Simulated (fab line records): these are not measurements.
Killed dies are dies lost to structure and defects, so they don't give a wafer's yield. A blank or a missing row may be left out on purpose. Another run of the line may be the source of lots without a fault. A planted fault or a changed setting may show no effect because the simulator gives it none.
Split-lot trial | flow n5Finfet | 7 lots, 21 wafers read, on a route of 1938 steps

## THE SPLIT
At N5_BEOL_M0_TRENCH_ETCH_107 (etches SiOC in C4F6/O2, target depth 32.8 nm, time 16.4 s), the setting targetDepthA was moved away from the recipe's 328 angstrom on 6 of the 21 wafers read, by -12.0% to +11.3%. All remaining wafers had this setting at the recipe value.

## THE PATH FROM SPLIT TO READING: the file shows 1 step between them
- N5_BEOL_M0_STRIP_142: strips in N2/H2, time 10 s

## THE READING
trenchDepthNm, in nm, at N5_BEOL_M0_OCD_MEAS_108. Typical for fault-free wafers on this fab line: 33.1 nm, with standard deviation 0.65 nm.

wafer  | tool, chamber at the split | targetDepthA as run, angstrom | against the recipe | trenchDepthNm, nm | against lot-mates on the recipe
L074.3 | rieDiel-05, 3              | 328                           | recipe             | 33.9              | -
L074.5 | rieDiel-05, 2              | 365.1                         | +11.3%             | 35.9              | +2.0
L074.6 | rieDiel-05, 1              | 365.1                         | +11.3%             | 35.8              | +1.9
L078.1 | rieDiel-03, 3              | 328                           | recipe             | 33.0              | -
L078.2 | rieDiel-03, 2              | 328                           | recipe             | 32.5              | -
L078.4 | rieDiel-03, 1              | 328                           | recipe             | 33.4              | -
L082.4 | rieDiel-01, 0              | 328                           | recipe             | 32.1              | -
L082.5 | rieDiel-01, 0              | 298.7                         | -8.9%              | 30.0              | -2.9
L082.6 | rieDiel-01, 1              | 328                           | recipe             | 33.7              | -
L084.1 | rieDiel-01, 2              | 328                           | recipe             | 34.0              | -
L084.4 | rieDiel-01, 1              | 288.5                         | -12.0%             | 29.4              | -4.5
L084.6 | rieDiel-01, 3              | 328                           | recipe             | 33.8              | -
L089.1 | rieDiel-05, 2,0            | 328                           | recipe             | 32.5              | -
L089.4 | rieDiel-05, 2,0            | 328                           | recipe             | 33.0              | -
L089.5 | rieDiel-05, 0              | 328                           | recipe             | 32.9              | -
L092.2 | rieDiel-01, 2              | 328                           | recipe             | 33.3              | -
L092.3 | rieDiel-01, 0              | 328                           | recipe             | 32.5              | -
L092.6 | rieDiel-01, 3              | 357.8                         | +9.1%              | 36.9              | +4.0
L097.1 | rieDiel-01, 0              | 328                           | recipe             | 32.5              | -
L097.3 | rieDiel-01, 3              | 328                           | recipe             | 33.7              | -
L097.6 | rieDiel-01, 2              | 352.9                         | +7.6%              | 35.4              | +2.3
If several chambers appear in one row, that row covers several wafers at once and the file leaves open which wafer was in which chamber.

FIT RESULTS
A straight line over all 21 wafers: trenchDepthNm changes by +0.301 nm for each +1% of targetDepthA; r = +0.94; the points scatter about the line by 0.63 nm.
The same after taking each lot's own level away (the mean of its wafers on the recipe; 21 wafers): +0.29 nm for each +1%; r = +0.92; scatter 0.69 nm.
On that fit, the largest move of targetDepthA shifts the reading by 3.5 nm.
From 32.80 to 33.90 nm: that is the span of the lots' own levels, equal to 1.7 times the standard deviation above.
Consequently the slope shifts little with the lot-to-lot level, the two slopes agreeing.
Check: -3.19 nm against its lot-mates is what the line predicts for one of the wafers moved furthest among these (-12.0%) when that wafer is left out of the fit. Against them it came out at -4.5 nm.

## OTHER SPLITS ON THESE WAFERS
Other splits were also applied to these wafers ahead of the reading. Each is held against what the fit with the lots' levels taken away leaves over:
other split on the same wafers        | wafers away from the commonest value | r with trenchDepthNm (lot level and that fit taken away)
N5_SDB_COAT_05 spinRpm                | 9                                    | -0.64
N5_HKMG_FIN_ETCH_54 sourceW           | 4                                    | -0.03
N5_HKMG_FIN_ETCH_55 timeS             | 10                                   | -0.06
N5_GATE_CUT_ALD_22 aldCycles          | 4                                    | -0.05
N5_MOL_CONTACT_COAG_ALD_131 aldCycles | 9                                    | -0.21
N5_MOL_CONTACT_COAG_ETCH_91 timeS     | 7                                    | +0.59
N5_BEOL_M0_SAQP_COAT_08 spinRpm       | 5                                    | -0.31

## THE WHOLE CHAIN: every reading that the file lists as answering this split, in the file's order
step                       | what it does                                              | reading                                                                 | change (the file's fit)               | r (the file's)
N5_BEOL_M0_TRENCH_ETCH_107 | etches SiOC in C4F6/O2, target depth 32.8 nm, time 16.4 s | BEOL_M0.featureDepthNm (the simulator's own value, which no gauge read) | +0.342 nm for each +1% of the setting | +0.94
N5_BEOL_M0_OCD_MEAS_108    |                                                           | trenchDepthNm                                                           | +0.317 nm for each +1% of the setting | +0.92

## FILE'S OWN FIT
trenchDepthNm changes by +0.317 nm for each +1% of targetDepthA, r = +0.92.
